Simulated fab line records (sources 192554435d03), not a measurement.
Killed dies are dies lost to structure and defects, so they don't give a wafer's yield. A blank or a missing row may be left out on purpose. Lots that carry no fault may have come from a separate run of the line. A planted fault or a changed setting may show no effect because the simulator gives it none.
fab line records	flow n5-finfet
record lots=7	wafers=21
route steps=1938 shown BEOL_M13@1696 BEOL_M14@1743
start-h: start of the lot's first displayed wafer, in hours after the record's first day	wait-h: hours elapsed since this lot's preceding step	" same as the row above	L1.1+2: a single row standing in for several wafers	- no value present, or no start provided	* or withheld: withheld	< > ~ a bound
route shown NAME@n: names a module that has steps shown in the file, with the first one's number in the route	usual: the fault-free wafers' mean and standard deviation	same: alike in all rows	chamber/n: place in a boat	sites: the reading at each site	_std_site: standard deviation of those values	_edge_site: the outer-site mean with the inner-site mean subtracted	radius-mm: how far each site lies from the wafer's centre	mask NAME#n: copy n	behind: tool/chamber where the wafer was last shaped	hold: reason for holding the lot/hours on hold/outcome of the hold	device: the transistor (n, p or np) that didn't switch	end of line: the tests these same wafers got at the end of their route	step lacking rows: just its recipe	killed: count of dies lost to structure and defects at first sort (not the wafer's yield)	map: shows each die of a wafer: x if killed, . if not, _ if none is there
set.NAME: the setting the step ran with; set.NAME@STEP: the setting that earlier step ran with	model.NAME: the simulator's own value behind a step, which no gauge read
lots with deliberately changed settings; one table per step, one row per wafer
## steps
# step N5_BEOL_M13_TRENCH_ETCH_34
# recipe chemistry=C4F8/O2/Ar	target=SiOC	target-depth-a=4134.7	mask-material=SOC	pressure-mtorr=30	source-w=3000	bias-w=700	Ar_flow_sccm=400	C4F8_flow_sccm=15	O2_flow_sccm=8	he-inner-torr=15	he-outer-torr=30	time-s=162.6	ion-energy-ev=250
lot.wafer	tool	chamber	start-h	wait-h	set.time-s	model.etch.depth-nm
L085.1	rie-diel-03	0	319.11	0.0	172.1	441.8
L085.5	"	3	"	"	162.6	399.1
L085.6	"	0	"	"	162.6	416.4
L086.2	rie-diel-02	3	319.37	0.0	162.6	412.2
L086.3	"	1	"	"	128	316.9
L086.6	"	0	"	"	128	324.4
L087.1	rie-diel-02	3	336.99	0.0	162.6	417
L087.4	"	1	"	"	162.6	409.9
L087.5	"	1	"	"	135.2	338.2
L089.1	rie-diel-03	0	349.65	0.0	162.6	418.9
L089.3	"	2	"	"	162.6	412
L089.5	"	0	"	"	162.6	420.9
L093.1	rie-diel-05	1	368.01	0.0	180.4	471.2
L093.2	"	3	"	"	162.6	405.9
L093.4	"	0	"	"	162.6	403.2
L095.1	rie-diel-02	1	382.32	0.0	162.6	411.8
L095.2	"	0	"	"	162.6	421.1
L095.4	"	3	"	"	162.6	414.9
L096.1	rie-diel-03	0	385.09	0.0	177.2	455.1
L096.3	"	1	"	"	162.6	414.1
L096.4	"	3	"	"	162.6	399.3
# step N5_BEOL_M13_STRIP_70
# recipe chemistry=C4F8/O2/Ar	resist=SiARC	rf-frequency-hz=6e+07
# step N5_BEOL_M13_OCD_MEAS_35
# usual trench-depth-nm=412/7.9
lot.wafer	tool	chamber	start-h	wait-h	set.time-s@BEOL_M13_TRENCH_ETCH_34	trench-depth-nm
L085.1	ocd-02	-	319.28	0.0	172.1	442
L085.5	"	-	"	"	162.6	399
L085.6	"	-	"	"	162.6	416
L086.2	ocd-02	-	319.55	0.0	162.6	412
L086.3	"	-	"	"	128	317
L086.6	"	-	"	"	128	325
L087.1	ocd-02	-	337.16	0.0	162.6	417
L087.4	"	-	"	"	162.6	409
L087.5	"	-	"	"	135.2	338
L089.1	ocd-01	-	349.83	0.0	162.6	419
L089.3	"	-	"	"	162.6	412
L089.5	"	-	"	"	162.6	421
L093.1	ocd-01	-	368.19	0.0	180.4	471
L093.2	"	-	"	"	162.6	406
L093.4	"	-	"	"	162.6	403
L095.1	ocd-02	-	382.49	0.0	162.6	412
L095.2	"	-	"	"	162.6	421
L095.4	"	-	"	"	162.6	415
L096.1	ocd-02	-	385.26	0.0	177.2	455
L096.3	"	-	"	"	162.6	414
L096.4	"	-	"	"	162.6	399
# step N5_BEOL_M13_STRIP_37
# recipe chemistry=N2/H2	power-w=1000	temp-c=250	h2-frac=0.65	overash-fraction=0.3	pressure-mtorr=withheld	n2-flow-sccm=1750	h2-flow-sccm=3250
# step N5_BEOL_M13_ETCH_38
# recipe chemistry=CF4/N2	target=SiCN	target-depth-a=675	taper-deg=2	time-s=71.9	ion-energy-ev=150	mask-material=SiO2	pressure-mtorr=40	source-w=430	bias-w=70	Ar_flow_sccm=100	cf4-flow-sccm=60	n2-flow-sccm=60
# step N5_BEOL_M13_ECD_47
# recipe material=Cu	target-thk-a=9360
# step N5_BEOL_M13_ANNEAL_48
# recipe temp-c=225	time-s=90	ambient=N2
# step N5_BEOL_M13_CMP_49
# recipe stop-on=SiOC	t-overpolish-s=17.1	down-force-psi=1	platen-rpm=50	clearing-platen-down-force-psi=1.5	clearing-platen-rpm=50	post-cmp-clean=cu-alkaline	target-thk-nm=420	clearing-platen-pad-velocity-m-s=0.99484	pad-velocity-m-s=0.99484
lot.wafer	tool	chamber	start-h	wait-h	set.time-s@BEOL_M13_TRENCH_ETCH_34	model.Cu_of_BEOL_M13_ECD_47.thk-nm
L085.1	cmp-02	2	320.96	0.4	172.1	447.4
L085.6	"	3	"	"	162.6	421.6
L085.5	"	0	"	"	162.6	406.6
L086.3	cmp-03	2	323.32	0.2	128	323.8
L086.2	"	3	"	"	162.6	419.6
L086.6	"	0	"	"	128	331.8
L087.1	cmp-02	0	340.88	0.3	162.6	423.4
L087.4	"	1	"	"	162.6	417.6
L087.5	"	3	"	"	135.2	342.8
L089.3	cmp-02	1	352.80	0.2	162.6	418.4
L089.1	"	2	"	"	162.6	424.6
L089.5	"	2	"	"	162.6	425.8
L093.2	cmp-04	3	370.90	0.3	162.6	410.2
L093.1	"	0	"	"	180.4	478.2
L093.4	"	1	"	"	162.6	409
L095.4	cmp-02	2	385.36	0.1	162.6	420.8
L095.2	"	3	"	"	162.6	425
L095.1	"	1	"	"	162.6	419.2
L096.4	cmp-02	1	386.46	0.1	162.6	404.6
L096.1	"	2	"	"	177.2	458.6
L096.3	"	0	"	"	162.6	419.8
# step N5_BEOL_M13_THK_MEAS_50
# recipe thk-meas-gauge=xrf	reads=Cu_of_BEOL_M13_ECD_47
# usual M13_THK=426/8.3
lot.wafer	tool	chamber	start-h	wait-h	set.time-s@BEOL_M13_TRENCH_ETCH_34	M13_THK[nm]
L085.1	film-metro-02	-	321.14	-	172.1	455
L085.5	"	-	"	"	162.6	412
L085.6	"	-	"	"	162.6	427
L086.2	film-metro-01	-	323.55	-	162.6	425
L086.3	"	-	"	"	128	328
L086.6	"	-	"	"	128	336
L087.1	film-metro-01	-	341.10	-	162.6	435
L087.4	"	-	"	"	162.6	428
L087.5	"	-	"	"	135.2	352
L089.1	film-metro-01	-	353.09	-	162.6	431
L089.3	"	-	"	"	162.6	428
L089.5	"	-	"	"	162.6	435
L093.1	film-metro-02	-	371.19	-	180.4	490
L093.2	"	-	"	"	162.6	419
L093.4	"	-	"	"	162.6	417
L095.1	film-metro-01	-	385.65	-	162.6	428
L095.2	"	-	"	"	162.6	432
L095.4	"	-	"	"	162.6	432
L096.1	film-metro-02	-	386.75	-	177.2	472
L096.3	"	-	"	"	162.6	433
L096.4	"	-	"	"	162.6	417
# step N5_BEOL_M13_PRE_CLEAN_52
# recipe gas=NH3	time-s=15	temp-c=withheld	rf-power-w=300
# step N5_BEOL_M13_DEP_53
# recipe material=SiCN	target-thk-a=500	temp-c=withheld	precursor=3MS/NH3	pressure-torr=3	rf-w=675	time-s=17.8
# step N5_BEOL_M13_RS_MEAS_54
# recipe thk-meas-gauge=four-point-probe	reads=Cu_of_BEOL_M13_ECD_47+Ta_of_BEOL_M13_SPUTTER_44+TaN_of_BEOL_M13_SPUTTER_43
# usual M13_RS=0.0452/0.00089
lot.wafer	tool	chamber	start-h	wait-h	set.time-s@BEOL_M13_TRENCH_ETCH_34	M13_RS[ohm/sq]
L085.1	film-metro-02	-	321.27	0.0	172.1	0.0420
L085.5	"	-	"	"	162.6	0.0464
L085.6	"	-	"	"	162.6	0.0447
L086.2	film-metro-01	-	323.68	0.1	162.6	0.0449
L086.3	"	-	"	"	128	0.0589
L086.6	"	-	"	"	128	0.0575
L087.1	film-metro-02	-	341.23	0.0	162.6	0.0444
L087.4	"	-	"	"	162.6	0.0451
L087.5	"	-	"	"	135.2	0.0553
L089.1	film-metro-01	-	353.22	0.0	162.6	0.0444
L089.3	"	-	"	"	162.6	0.0451
L089.5	"	-	"	"	162.6	0.0443
L093.1	film-metro-02	-	371.32	0.0	180.4	0.0393
L093.2	"	-	"	"	162.6	0.0460
L093.4	"	-	"	"	162.6	0.0461
L095.1	film-metro-01	-	385.78	0.0	162.6	0.0450
L095.2	"	-	"	"	162.6	0.0444
L095.4	"	-	"	"	162.6	0.0449
L096.1	film-metro-01	-	386.93	0.1	177.2	0.0411
L096.3	"	-	"	"	162.6	0.0450
L096.4	"	-	"	"	162.6	0.0468
# step N5_BEOL_M14_PEB_26
# recipe peb-temp-c=130	peb-time-s=90
lot.wafer	tool	chamber	start-h	wait-h	set.peb-temp-c
L085.1	litho-track-01	0	322.95	0.1	131.9
L085.5+6	"	0	"	"	130
L086.2+6	litho-track-02	0	325.22	0.0	128.5
L086.3	"	0	"	"	130
L087.1+4	litho-track-05	0	342.59	0.1	132.1
L087.5	"	0	"	"	130
L089.1	litho-track-02	0	354.66	0.1	130
L089.3+5	"	0	"	"	126.3
L093.1+2+4	litho-track-05	0	372.79	0.1	130
L095.1+2+4	litho-track-01	0	387.20	0.1	130
L096.1+4	litho-track-01	0	388.26	0.1	130
L096.3	"	0	"	"	133.6
# step N5_BEOL_M14_DEVELOP_27
# recipe develop-time-s=45	rinse-liquid=diw	dry=air-spin	dev-temp-c=21
# step N5_BEOL_M14_HARDBAKE_32
# recipe temp-c=130	time-s=120
# step N5_BEOL_M14_CD_MEAS_28
# recipe target-cd-nm=284.4	landing-energy-ev=500	detector=se-inlens
# usual cd-nm=282.9/2.5
lot.wafer	tool	chamber	start-h	wait-h	set.peb-temp-c@BEOL_M14_PEB_26	cd-nm
L085.1	cd-sem-01	0	323.06	-	131.9	293.9
L085.5	"	0	"	"	130	279.8
L085.6	"	0	"	"	130	282.3
L086.2	cd-sem-03	0	325.34	-	128.5	274.1
L086.3	"	0	"	"	130	283.3
L086.6	"	0	"	"	128.5	275.7
L087.1	cd-sem-03	0	342.70	-	132.1	289.3
L087.4	"	0	"	"	132.1	293.2
L087.5	"	0	"	"	130	282.0
L089.1	cd-sem-02	0	354.77	-	130	283.8
L089.3	"	0	"	"	126.3	260.8
L089.5	"	0	"	"	126.3	266.1
L093.1	cd-sem-03	0	372.90	-	130	284.8
L093.2	"	0	"	"	130	281.4
L093.4	"	0	"	"	130	281.2
L095.1	cd-sem-03	0	387.31	-	130	279.1
L095.2	"	0	"	"	130	279.1
L095.4	"	0	"	"	130	278.9
L096.1	cd-sem-01	0	388.37	-	130	282.3
L096.3	"	0	"	"	133.6	297.5
L096.4	"	0	"	"	130	280.3
# step N5_BEOL_M14_DESCUM_33
# recipe chemistry=O2	time-s=7.9	source-power-w=50	bias-power-w=20	pressure-mtorr=20	rf-frequency-hz=2.712e+07	temp-c=40	o2-flow-sccm=225
lot.wafer	tool	chamber	start-h	wait-h	set.peb-temp-c@BEOL_M14_PEB_26	model.BEOL_M14.cd-nm
L085.1	rie-diel-06	3	323.15	0.0	131.9	294.4
L085.5	"	1	"	"	130	279.8
L085.6	"	2	"	"	130	282.2
L086.2	rie-diel-04	1	325.42	0.0	128.5	274
L086.3	"	2	"	"	130	283
L086.6	"	2	"	"	128.5	275.8
L087.1	rie-diel-01	3	343.20	0.4	132.1	289.6
L087.4	"	0	"	"	132.1	292.8
L087.5	"	0	"	"	130	282
L089.1	rie-diel-04	1	354.86	0.0	130	284
L089.3	"	3	"	"	126.3	261
L089.5	"	1	"	"	126.3	265.6
L093.1	rie-diel-06	0	372.99	0.0	130	284.8
L093.2	"	1	"	"	130	281.2
L093.4	"	2	"	"	130	281.4
L095.1	rie-diel-01	3	387.45	0.1	130	279
L095.2	"	2	"	"	130	279.6
L095.4	"	0	"	"	130	278.6
L096.1	rie-diel-04	3	388.52	0.1	130	282
L096.3	"	0	"	"	133.6	297.4
L096.4	"	1	"	"	130	280.2
# step N5_BEOL_M14_ETCH_67
# recipe chemistry=CF4	target=SiARC	target-depth-a=1430	time-s=238.3	ion-energy-ev=80	pressure-mtorr=40	source-w=545	bias-w=36	Ar_flow_sccm=100	cf4-flow-sccm=100	ends=cleared
lot.wafer	tool	chamber	start-h	wait-h	set.peb-temp-c@BEOL_M14_PEB_26	model.BEOL_M14.cd-nm
L085.1	rie-diel-06	3	323.19	0.0	131.9	289.6
L085.5	"	1	"	"	130	275.4
L085.6	"	2	"	"	130	277.8
L086.2	rie-diel-04	1	325.46	0.0	128.5	269.2
L086.3	"	2	"	"	130	277
L086.6	"	2	"	"	128.5	270.2
L087.1	rie-diel-01	3	343.23	0.0	132.1	284.4
L087.4	"	0	"	"	132.1	289.6
L087.5	"	0	"	"	130	278.4
L089.1	rie-diel-04	1	354.90	0.0	130	279
L089.3	"	3	"	"	126.3	256.4
L089.5	"	1	"	"	126.3	261.2
L093.1	rie-diel-06	0	373.03	0.0	130	280.2
L093.2+4	"	1,2	"	"	130	277.4
L095.1	rie-diel-01	3	387.49	0.0	130	273.8
L095.2	"	2	"	"	130	275.6
L095.4	"	0	"	"	130	274.4
L096.1	rie-diel-04	3	388.56	0.0	130	277.2
L096.3	"	0	"	"	133.6	292.2
L096.4	"	1	"	"	130	275.2
# step N5_BEOL_M14_ETCH_68
# recipe chemistry=N2/H2	target=SOC	mask-material=SiARC	source-w=3000	bias-w=350	temp-c=40	time-s=450	ion-energy-ev=200	pressure-mtorr=30	n2-flow-sccm=200	h2-flow-sccm=200
lot.wafer	tool	chamber	start-h	wait-h	set.peb-temp-c@BEOL_M14_PEB_26	model.BEOL_M14.cd-nm
L085.1	rie-diel-06	3	323.33	0.1	131.9	286
L085.5	"	1	"	"	130	277
L085.6	"	2	"	"	130	277.2
L086.2	rie-diel-04	1	325.60	0.1	128.5	269.6
L086.3	"	2	"	"	130	277.2
L086.6	"	2	"	"	128.5	270.8
L087.1	rie-diel-01	3	343.38	0.1	132.1	287.2
L087.4	"	0	"	"	132.1	289.4
L087.5	"	0	"	"	130	278.6
L089.1	rie-diel-04	1	355.04	0.1	130	282.2
L089.3	"	3	"	"	126.3	259.2
L089.5	"	1	"	"	126.3	263.8
L093.1	rie-diel-06	0	373.17	0.1	130	285.2
L093.2	"	1	"	"	130	279.2
L093.4	"	2	"	"	130	276.2
L095.1	rie-diel-01	3	387.64	0.1	130	279
L095.2	"	2	"	"	130	276.4
L095.4	"	0	"	"	130	275.6
L096.1	rie-diel-04	3	388.70	0.1	130	280.8
L096.3	"	0	"	"	133.6	292
L096.4	"	1	"	"	130	278
## key
split step=N5_BEOL_M13_TRENCH_ETCH_34	setting=time-s	stated=162.6	by=wafer
response step=N5_BEOL_M13_TRENCH_ETCH_34	reading=model.etch.depth-nm	change=+4.71	per=1%	r=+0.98
response step=N5_BEOL_M13_OCD_MEAS_35	reading=trench-depth-nm	change=+4.71	per=1%	r=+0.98
response step=N5_BEOL_M13_CMP_49	reading=model.Cu_of_BEOL_M13_ECD_47.thk-nm	change=+4.76	per=1%	r=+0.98
response step=N5_BEOL_M13_THK_MEAS_50	reading=M13_THK	change=+4.88	per=1%	r=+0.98
response step=N5_BEOL_M13_RS_MEAS_54	reading=M13_RS	change=-0.000616	per=1%	r=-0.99
split step=N5_BEOL_M14_PEB_26	setting=peb-temp-c	stated=130	by=wafer
response step=N5_BEOL_M14_CD_MEAS_28	reading=cd-nm	change=+6.69	per=1%	r=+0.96
response step=N5_BEOL_M14_DESCUM_33	reading=model.BEOL_M14.cd-nm	change=+6.77	per=1%	r=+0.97
response step=N5_BEOL_M14_ETCH_67	reading=model.BEOL_M14.cd-nm	change=+6.55	per=1%	r=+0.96
response step=N5_BEOL_M14_ETCH_68	reading=model.BEOL_M14.cd-nm	change=+5.98	per=1%	r=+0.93
